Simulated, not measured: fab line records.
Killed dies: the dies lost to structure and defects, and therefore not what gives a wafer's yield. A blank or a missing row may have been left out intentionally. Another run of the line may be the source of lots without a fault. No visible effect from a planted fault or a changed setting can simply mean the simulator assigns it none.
Chamber matching | flow n5-finfet | N5_SD_EPI_N_DESCUM_14 on rie-diel-03 has 4 sister chambers
The step chemistry O2, time 7.9 s. 4 wafers are shown with their chamber, then 8 later ones without.

## WAFERS WITH THEIR CHAMBER
wafer  | chamber | showerhead-plenum-p-Torr (Torr)
L084.3 | 3       | 2.13
L086.2 | 0       | 2.17
L086.5 | 2       | 2.00
L089.2 | 1       | 1.98

## WAFERS WITH NO CHAMBER GIVEN
wafer  | showerhead-plenum-p-Torr (Torr)
L089.4 | 2.12
L089.6 | 2.17
L091.2 | 1.98
L091.4 | 1.98
L091.6 | 2.17
L095.1 | 2.00
L095.5 | 2.12
L095.6 | 2.00

## EACH ONE'S CHAMBER
wafer  | from the rows above | in truth
L089.4 | 3                   | 3
L089.6 | 0                   | 0
L091.2 | 1                   | 1
L091.4 | 1                   | 1
L091.6 | 0                   | 0
L095.1 | 2                   | 2
L095.5 | 3                   | 3
L095.6 | 2                   | 2
Correctly placed: 8 of 8. Number that these rows cannot place: 0. Wrongly placed: 0.
How it was worked out, from the rows above alone: a wafer's distance from a chamber is the root of the sum, over the readings, of the square of ((its reading less the chamber's mean) divided by the reading's scatter). The wafer belongs to the nearest chamber; if the next one is less than 2 further off, it can't be placed. The mean given for a chamber averages the wafers shown for that chamber. The scatter (one wafer shown for each chamber): square how far every hidden wafer sits from the nearest shown wafer, average those squares and take the square root.
